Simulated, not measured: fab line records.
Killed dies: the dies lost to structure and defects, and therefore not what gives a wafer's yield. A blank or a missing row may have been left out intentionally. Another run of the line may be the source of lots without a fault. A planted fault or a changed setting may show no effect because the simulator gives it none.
fab line records ; flow n5_finfet
[record] lots = 3; wafers = 9; last_day = 17
route steps=1938 shown BEOL_M4@1099 BEOL_M5@1112 PASSIVATION@1936
lots with no fault: from the same line, run without faults
start_h: the number of hours between the record's first day and the start of the first shown wafer of the lot ; wait_h: hours from the lot's prior step to this one ; " same as the row above ; L1.1+2: a single row standing in for several wafers ; - either no value or no given start ; * or withheld: withheld ; < > ~ a bound
route shown NAME@n: names a module that has steps shown in the file, with the first one's number in the route ; usual: the fault-free wafers' mean and standard deviation ; same: alike in all rows ; chamber/n: place in a boat ; sites: each site's reading ; _std_site: the standard deviation of these ; _edge_site: mean of outer sites minus mean of inner sites ; radius_mm: how far each site lies from the wafer's centre ; mask NAME#n: copy n ; behind: tool/chamber where the wafer was last shaped ; hold: the reason the lot was held/the length of the hold in hours/how it ended ; device: the n, p or np transistor that did not switch ; end of line: tests of these same wafers at the route's end ; a step given without rows: its recipe and nothing more ; killed: count of dies lost to structure and defects at first sort (not the wafer's yield) ; map: a wafer's dies, marking killed ones x, the rest . and places with no die _
set.NAME: the run value of the setting; set.NAME@STEP: its run value at that earlier step ; model.NAME: the simulator's own value behind a step, which no gauge read
lots at selected steps of the route; one table per step, one row per wafer
services: a tool's chamber out of use, with start hour (start_h, from the record's first day; less than 0 if before it), hours out, and reason
[[steps]]
[step N5_BEOL_M4_ANNEAL_95]
[recipe] temp_c = 400; time_s = 240; ambient = vacuum
[step N5_BEOL_M4_SPUTTER_96]
[recipe] material = Cu; target_thk_a = 45; temp_c = -20; chamber_pressure_pa = 0.07; power_w = withheld; time_s = 8.29
[step N5_BEOL_M4_ECD_50]
[recipe] material = Cu; target_thk_a = 3000
[step N5_BEOL_M4_ANNEAL_51]
[recipe] temp_c = 225; time_s = 90; ambient = N2
[step N5_BEOL_M4_CMP_52]
[recipe] stop_on = SiOC; t_overpolish_s = 6.8; down_force_psi = 1; platen_rpm = 50; clearing_platen_down_force_psi = 1.5; clearing_platen_rpm = 50; post_cmp_clean = cu_alkaline; target_thk_nm = 40; clearing_platen_pad_velocity_m_s = 0.99484; pad_velocity_m_s = 0.99484
[step N5_BEOL_M4_PRE_CLEAN_60]
[recipe] gas = NH3/H2; time_s = 15; temp_c = *; rf_power_w = 300
[step N5_BEOL_M4_CO_CAP_55]
[recipe] material = Co; target_thk_a = 20; temp_c = 200; precursor = CCTBA/H2; pressure_torr = 30; time_s = 102.1
[step N5_BEOL_M4_PRE_CLEAN_56]
[recipe] gas = NH3; time_s = 15; temp_c = withheld; rf_power_w = 300
[step N5_BEOL_M4_DEP_57]
[recipe] material = SiCN; target_thk_a = 80; temp_c = withheld; precursor = 3MS/NH3; pressure_torr = 3; rf_w = 202; time_s = 14
[step N5_BEOL_M4_RC_MEAS_101]
[usual] DIBL_N = 37.0/1.7; DIBL_P = 36.7/2; IOFF_N = 0.17/0.035; IOFF_P = 0.22/0.035; ION_N = 672/12; ION_P = 461/7.5; SS_N = 71.6/0.67; SS_P = 73.4/0.64; VT_N = 250/3.5; VT_P = -250/3.5
lot.wafer;tool;chamber;start_h;wait_h;DIBL_N[mV/V];DIBL_P[mV/V];IOFF_N[nA/um];IOFF_P[nA/um];ION_N[uA/um];ION_P[uA/um];SS_N[mV/dec];SS_P[mV/dec];VT_N[mV];VT_P[mV]
L775.1;prober-02;0;176.11;0.0;35.6;35.6;0.14;0.18;668;459;71.3;72.6;249;-252
L775.2;prober-02;0;176.11;0.0;34.7;34.5;0.13;0.16;660;455;71.0;72.1;253;-253
L775.3;prober-02;0;176.11;0.0;36.7;37.2;0.17;0.20;678;466;71.0;72.8;247;-253
L785.2;prober-02;0;227.12;0.2;34.6;34.7;0.13;0.17;674;457;70.9;72.6;254;-256
L785.4;prober-02;0;227.12;0.2;35.8;36.6;0.15;0.20;667;457;71.6;73.4;254;-252
L785.5;prober-02;0;227.12;0.2;37.8;39.5;0.19;0.24;686;469;71.2;74.7;252;-250
L796.1;prober-02;0;302.21;0.0;38.1;38.9;0.17;0.20;667;451;71.8;73.7;251;-252
L796.4;prober-02;0;302.21;0.0;37.7;39.0;0.17;0.21;667;457;72.5;74.0;251;-252
L796.5;prober-02;0;302.21;0.0;39.2;39.0;0.19;0.21;674;460;72.1;73.5;248;-250
[step N5_BEOL_M5_ILD_DEP_00]
[recipe] material = SiCOH_lowk; target_thk_a = 1406.4; temp_c = 300; precursor = DEMS/porogen; pressure_torr = 5; rf_w = 500; time_s = 25.9
[step N5_BEOL_M5_CURE_79]
[recipe] temp_c = 385; time_s = 240; ambient = He/Ar; material = SiCOH_lowk
[step N5_BEOL_M5_PECVD_70]
[recipe] material = SiO2; target_thk_a = 160; temp_c = 400; precursor = TEOS/O2; pressure_torr = 5.5; rf_w = 450; teos_flow_sccm = 53.8; gas = O2; flow_sccm = 3000; time_s = 18
[step N5_BEOL_M5_HM_DEP_02]
[recipe] material = TiN; target_thk_a = 200; temp_c = 25; chamber_pressure_pa = 0.49996
[step N5_BEOL_M5_COAT_59]
[recipe] resist = SOC; temp_c = 250; time_s = 60; spin_rpm = 1500; resist_thk_nm = 60
[step N5_BEOL_M5_COAT_60]
[recipe] resist = SiARC; temp_c = 220; time_s = 60; spin_rpm = 1500; resist_thk_nm = 12
[step N5_BEOL_M5_COAT_71]
[recipe] resist = underlayer; temp_c = 205; time_s = 60; spin_rpm = 1500; resist_thk_nm = 5
[step N5_BEOL_M5_COAT_05]
[recipe] resist = CAR-EUV; spin_rpm = 1500; resist_thk_nm = 30
[step N5_BEOL_M5_EBR_07]
[recipe] solvent = PGMEA; ebr_width_mm = 1.5
[step N5_BEOL_M5_SOFTBAKE_06]
[recipe] temp_c = 110; time_s = 60; resist = CAR-EUV
[step N5_BEOL_M5_EXPOSE_08]
[recipe] mask_id = M5; na = 0.33; source_shape = annular; sigma_inner = 0.4; sigma_outer = 0.8; polarization = unpolarized; target_cd_nm = 28; dose_mj = 35.75
[step N5_BEOL_M5_PEB_09]
[recipe] peb_temp_c = 100; peb_time_s = 60; resist = CAR-EUV
[step N5_BEOL_M5_DEVELOP_10]
[recipe] develop_time_s = 30; developer = TMAH; resist = CAR-EUV; rinse_liquid = surfactant_rinse; dry = air_spin; dev_temp_c = 23
[step N5_BEOL_M5_DESCUM_16]
[recipe] chemistry = O2; time_s = 7; source_power_w = 50; bias_power_w = 20; pressure_mtorr = 20; rf_frequency_hz = 2.712e+07; temp_c = 40; resist = CAR-EUV; o2_flow_sccm = 225
[step N5_BEOL_M5_ETCH_72]
[recipe] chemistry = N2/H2; target = underlayer; target_depth_a = 65; mask_material = CAR-EUV; time_s = 5.2; ion_energy_ev = 200; pressure_mtorr = 30; source_w = 840; bias_w = 150; n2_flow_sccm = 200; h2_flow_sccm = 200; ends = cleared
[step N5_BEOL_M5_ETCH_61]
[recipe] chemistry = CF4; target = SiARC; target_depth_a = 156; mask_material = CAR-EUV; time_s = 26; ion_energy_ev = 80; pressure_mtorr = 40; source_w = 545; bias_w = 36; Ar_flow_sccm = 100; cf4_flow_sccm = 100; ends = cleared
[step N5_BEOL_M5_ETCH_62]
[recipe] chemistry = N2/H2; target = SOC; target_depth_a = 750; overetch_a = 150; mask_material = SiARC; temp_c = 40; time_s = 112.5; ion_energy_ev = 200; pressure_mtorr = 30; source_w = 840; bias_w = 150; n2_flow_sccm = 200; h2_flow_sccm = 200
[step N5_BEOL_M5_STRIP_63]
[recipe] chemistry = N2/H2; temp_c = 40; n2_flow_sccm = 200; h2_flow_sccm = 200; rf_frequency_hz = 6e+07
[step N5_BEOL_M5_STRIP_73]
[recipe] chemistry = N2/H2; temp_c = 40; n2_flow_sccm = 200; h2_flow_sccm = 200; rf_frequency_hz = 6e+07
[step N5_BEOL_M5_STRIP_64]
[recipe] chemistry = CF4; resist = SiARC; power_w = 300; bias_power_w = 75; pressure_mtorr = 50; cf4_flow_sccm = 150; rf_frequency_hz = 6e+07
[step N5_BEOL_M5_HM_OPEN_17]
[recipe] chemistry = Cl2/BCl3; target_depth_a = 200; overetch_a = 60; target = TiN; mask_material = SOC; ion_energy_ev = 150; pressure_mtorr = 10; icp_w = 1000; bias_w = 126; Cl2_flow_sccm = 53.25; bcl3_flow_sccm = 21.75; Ar_flow_sccm = 25
[step N5_BEOL_M5_STRIP_19]
[recipe] chemistry = O2; power_w = 400; temp_c = 40; pressure_mtorr = 30; rf_frequency_hz = 6e+07; bias_power_w = 0; overash_fraction = 0.2; o2_flow_sccm = 225
[step N5_BEOL_M5_COAT_65]
[recipe] resist = SOC; temp_c = 250; time_s = 60; spin_rpm = 1500; resist_thk_nm = 60
[step N5_BEOL_M5_COAT_66]
[recipe] resist = SiARC; temp_c = 220; time_s = 60; spin_rpm = 1500; resist_thk_nm = 12
[step N5_BEOL_M5_VIA_ETCH_34]
[recipe] chemistry = C4F6/O2; target = SiCOH_lowk; target_depth_a = 883; mask_material = SOC; taper_deg = 4; time_s = 39.2; ion_energy_ev = 250; pressure_mtorr = 30; source_w = 345; bias_w = 185; Ar_flow_sccm = 300; C4F6_flow_sccm = 10; O2_flow_sccm = 10
[usual] chamber_pressure_mTorr = 29.999/0.03; drypump_motor_current_A = 5.6/0.35; oes_product_au = 0.77/0.07; rf_vpp_V = 662/12; showerhead_plenum_p_Torr = 2.84/0.08; throttle_valve_pct = 20.83/0.2
lot.wafer;tool;chamber;start_h;wait_h;chamber_pressure_mTorr;drypump_motor_current_A;oes_product_au;rf_hours_counter_h;rf_vpp_V;showerhead_plenum_p_Torr;throttle_valve_pct;model.etch.depth_nm;model.SOC_of_BEOL_M5_COAT_65.thk_nm
L775.1;rie_diel-04;0;180.76;0.0;30.059;5.9;0.70;216;656;2.82;20.75;85.58;56.2
L775.2;rie_diel-04;3;180.76;0.0;29.939;5.3;0.75;167;687;2.94;20.78;86.6;56.4
L775.3;rie_diel-04;1;180.76;0.0;30.001;5.8;0.81;91;676;2.75;20.60;85.41;56.6
L785.2;rie_diel-04;1;234.14;0.0;29.980;5.8;0.79;107;676;2.74;20.64;85.59;56.2
L785.4;rie_diel-04;1;234.14;0.0;29.972;5.8;0.80;-;676;2.74;20.64;85.97;56.2
L785.5;rie_diel-04;2;234.14;0.0;30.028;6.1;0.54;-;656;2.94;20.65;53.84;57.6
L796.1;rie_diel-06;3;308.72;0.0;29.983;5.5;0.72;219;654;2.71;21.20;88.65;55.8
L796.4;rie_diel-06;1;308.72;0.0;30.062;5.3;0.74;183;655;2.82;20.97;87.54;56
L796.5;rie_diel-06;2;308.72;0.0;29.927;6.0;0.80;-;662;2.76;20.90;87.22;56
[step N5_PASSIVATION_PROBE_49]
[usual] defect_limited_yield = 91.1/1.3; killed_at_M0_to_M3 = 35/11; killed_at_M4_up = 13/5.4; killed_at_contacts = 14/6.5; killed_at_front_end = 41/11; killed_at_other = 4/3.1; killed_dies = 106/15; killed_on_rim = 14/3.7; killed_open = 69/12; killed_short = 35/7; sort_bin_5_function = 5.2/0.86; sort_bin_6_memory = 3.4/0.64; sort_n_pass = 1074/15; sort_yield_pct = 91.0/1.3
[same] gross_dies = 1180; killed_at_back_side = 0; sort_bin_4_leakage[%] = 0; sort_bin_8_speed[%] = 0
lot.wafer;tool;chamber;start_h;wait_h;defect_limited_yield[%];killed_at_M0_to_M3;killed_at_M4_up;killed_at_contacts;killed_at_front_end;killed_at_other;killed_dies;killed_on_rim;killed_open;killed_short;sort_bin_5_function[%];sort_bin_6_memory[%];sort_n_pass;sort_yield_pct[%]
L775.1;prober-01;-;271.04;0.0;90.6;29;9;12;59;2;111;17;80;31;5.3;3.8;1069;90.6
L775.2;prober-01;-;271.09;0.1;89.7;35;6;17;58;6;122;20;78;36;5.9;3.7;1058;89.7
L775.3;prober-01;-;271.14;0.1;91.8;30;9;11;40;7;97;13;57;40;4.6;2.9;1083;91.8
L785.2;prober-01;-;321.52;0.1;90.4;43;14;13;36;7;113;11;76;36;4.9;3.9;1067;90.4
L785.4;prober-01;-;321.62;0.2;90.2;37;13;21;41;4;116;17;68;44;5.0;4.5;1064;90.2
L785.5;prober-01;-;321.67;0.2;0.1;33;1063;28;49;6;1179;152;91;37;95.3;4.3;1;0.1
// killed by level:class
L775.1 STI_FIN_REVEAL:geometric_particle:open=20 MOL_CONTACT_COAG:geometric_particle:open=11 BEOL_M3:geometric_particle:open=10 FIN_SAQP:geometric_particle:open=8 BEOL_M0_SAQP:geometric_particle:open=7 GATE_CUT:geometric_particle:short=6 FIN_SAQP:geometric_particle:short=5 BEOL_M0_SAQP:geometric_particle:short=5
L775.2 BEOL_M1:geometric_particle:open=13 MOL_CONTACT_COAG:geometric_particle:open=12 FIN_SAQP:geometric_particle:open=11 BEOL_M3:geometric_particle:open=9 STI_FIN_REVEAL:geometric_particle:open=7 HKMG_FIN:area_etch=7 FIN_SAQP:geometric_particle:short=6 DUMMY_GATE:geometric_particle:open=5
L775.3 STI_FIN_REVEAL:geometric_particle:open=7 MOL_CONTACT_COAG:geometric_particle:open=7 BEOL_M0_SAQP:geometric_particle:open=7 DUMMY_GATE:geometric_particle:open=6 BEOL_M0_SAQP:geometric_particle:short=6 ILD0:geometric_particle:short=4 GATE_CUT:geometric_particle:open=4 MOL_CONTACT_COAG:geometric_particle:short=4
L785.2 STI_FIN_REVEAL:geometric_particle:open=12 MOL_CONTACT_COAG:geometric_particle:open=12 BEOL_M0_SAQP:geometric_particle:open=10 BEOL_M1:geometric_particle:open=9 BEOL_M1:geometric_particle:short=9 DUMMY_GATE:geometric_particle:open=6 STI_FIN_REVEAL:geometric_particle:short=5 BEOL_M0_SAQP:geometric_particle:short=5
L785.4 MOL_CONTACT_COAG:geometric_particle:open=15 GATE_CUT:geometric_particle:short=8 BEOL_M1:geometric_particle:open=8 BEOL_M0:geometric_particle:open=7 FIN_SAQP:geometric_particle:short=6 MOL_CONTACT_COAG:geometric_particle:short=6 BEOL_M3:geometric_particle:open=6 STARTING-WAFER:geometric_particle:short=5
L785.5 BEOL_M5:area_etch=1051 MOL_CONTACT_COAG:geometric_particle:open=24 STI_FIN_REVEAL:geometric_particle:open=15 BEOL_M0_SAQP:geometric_particle:open=10 FIN_SAQP:geometric_particle:open=8 GATE_CUT:geometric_particle:short=7 BEOL_M3:geometric_particle:open=6 BEOL_M1:geometric_particle:open=5
// map L785.5 (x killed, . not)
_________________xxxxxxxxxxxx________________
______________xxxxxxxxxxxxxxxxxx_____________
___________xxxxxxxxxxxxxxxxxxxxxxxx__________
__________xxxxxxxxxxxxxxxxxxxxxxxxxx_________
________xxxxxxxxxxxxxxxxxxxxxxxxxxxxxx_______
_______xxxxxxxxxxxxxxxxxxxxxxxxxxxxxxxx______
______xxxxxxxxxxxxxxxxxxxxxxxxxxxxxxxxxx_____
_____xxxxxxxxxxxxxxxxxxxxxxxxxxxxxxxxxxxx____
____xxxxxxxxxxxxxxxxxxxxxxxxxxxxxxxxxxxxxx___
___xxxxxxxxxxxxxxxxxxxxxxxxxxxxxxxxxxxxxxxx__
___xxxxxxxxxxxxxxxxxxxxxxxxxxxxxxxxxxxxxxxx__
__xxxxxxxxxxxxxxxxxxxxxxxxxxxxxxxxxxxxxxxxxx_
__xxxxxxxxxxxxxxxxxxxxxxxxxxxxxxxxxxxxxxxxxx_
_xxxxxxxxxxxxxxxxxxxxxxxxxxxxxxxxxxxxxxxxxxxx
_xxxxxxxxxxxxxxxxxxxxxxxxxxxxxxxxxxxxxxxxxxxx
_xxxxxxxxxxxxxxxxxxxxxxxxxxxxxxxxxxxxxxxxxxxx
_xxxxxxxxxxxxxxxxxxxx.xxxxxxxxxxxxxxxxxxxxxxx
_xxxxxxxxxxxxxxxxxxxxxxxxxxxxxxxxxxxxxxxxxxxx
_xxxxxxxxxxxxxxxxxxxxxxxxxxxxxxxxxxxxxxxxxxxx
_xxxxxxxxxxxxxxxxxxxxxxxxxxxxxxxxxxxxxxxxxxxx
_xxxxxxxxxxxxxxxxxxxxxxxxxxxxxxxxxxxxxxxxxxxx
__xxxxxxxxxxxxxxxxxxxxxxxxxxxxxxxxxxxxxxxxxx_
__xxxxxxxxxxxxxxxxxxxxxxxxxxxxxxxxxxxxxxxxxx_
___xxxxxxxxxxxxxxxxxxxxxxxxxxxxxxxxxxxxxxxx__
___xxxxxxxxxxxxxxxxxxxxxxxxxxxxxxxxxxxxxxxx__
____xxxxxxxxxxxxxxxxxxxxxxxxxxxxxxxxxxxxxx___
_____xxxxxxxxxxxxxxxxxxxxxxxxxxxxxxxxxxxx____
______xxxxxxxxxxxxxxxxxxxxxxxxxxxxxxxxxx_____
_______xxxxxxxxxxxxxxxxxxxxxxxxxxxxxxxx______
________xxxxxxxxxxxxxxxxxxxxxxxxxxxxxx_______
__________xxxxxxxxxxxxxxxxxxxxxxxxxx_________
___________xxxxxxxxxxxxxxxxxxxxxxxx__________
______________xxxxxxxxxxxxxxxxxx_____________
_________________xxxxxxxxxxxx________________
// map L775.2 (x killed, . not)
_________________...........x________________
______________..x...........x..._____________
___________..................xx....__________
__________.........................._________
________x.............x..........x.x.._______
_______..x.....x..xx.........x.......x.______
______x.x..........x.x....xx..........x._____
_____.........x.........................x____
____....x.....................x...........___
___..................x................x....__
___.xx...........x.........x.x...x.........__
__x.xx.......x......xx..x..............x..x._
__...............x..x.x.....xxx...x.......x._
_.......x...........xx...x..x................
_.........x.......x..............x.....x....x
_......x.x.x.x..x...x.................x......
_.....x...x.......x.x........................
_..................x........x................
_............x......x........................
_...............................x...x........
_............x....x..x..x........x......x.x..
__...............x..x.................x....._
__............................x............._
___.x...x...x....x..............x...x......__
___x.....xx.......................x.x.....x__
____x...............x...x.........x.....x.___
_____.......x......x....x...............x____
______..............................x..._____
_______.....x..........................______
________...........xx...x..........x.._______
__________x.......x.....x..x........_________
___________........................__________
______________.x........x......._____________
_________________............________________
[[services]]
tool;chamber;start_h;hours;kind
rie_diel-06;-;201.04;0.4;repair
rie_diel-04;2;210.52;4.3;repair
rie_diel-04;0;233.13;1.3;repair
rie_diel-06;3;237.11;10.1;repair
rie_diel-06;0;256.68;-;clean
rie_diel-06;0;256.68;-;consumable_replace:focus_ring
rie_diel-06;0;256.68;16.4;scheduled_down
rie_diel-06;0;256.68;16.4;vent_cycle
rie_diel-06;2;293.86;4.5;repair
rie_diel-06;3;298.24;2.1;repair
rie_diel-04;0;299.28;-;clean
rie_diel-04;0;299.28;-;consumable_replace:focus_ring
rie_diel-04;0;299.28;33.5;scheduled_down
rie_diel-04;0;299.28;33.5;vent_cycle
[[key]]
[first_sign] step = N5_BEOL_M5_VIA_ETCH_34; reading = oes_product_au; direction = down; sigmas = 3.2; usual = 0.77; struck = 0.54
[effect] step = N5_PASSIVATION_PROBE_49; reading = killed_at_M4_up; direction = up; sigmas = 99+; usual = 13; struck = 1063
[model_effect] step = N5_BEOL_M5_VIA_ETCH_34; value = etch.depth_nm; without = 85.99; struck = 53.84
[more_kills_born_at] N5_BEOL_M5_VIA_ETCH_34@rie_diel-04 = 1051
met_at N5_BEOL_M5_VIA_ETCH_34
struck_wafers L785.5
later_rows_left_out L785.5
onset_between 180.76 234.14
[fault] kind = process_parameter_drift; tool = rie_diel-04; chamber = -; onset_h = 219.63; steps = N5_BEOL_M5_VIA_ETCH_34; channel = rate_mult; offset = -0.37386; shape = step; end_h = 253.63; scope = struck_wafers_only
// later_rows_left_out: the simulator's readings of these wafers behind a module that went badly wrong aren't trusted and aren't shown, but for the sort
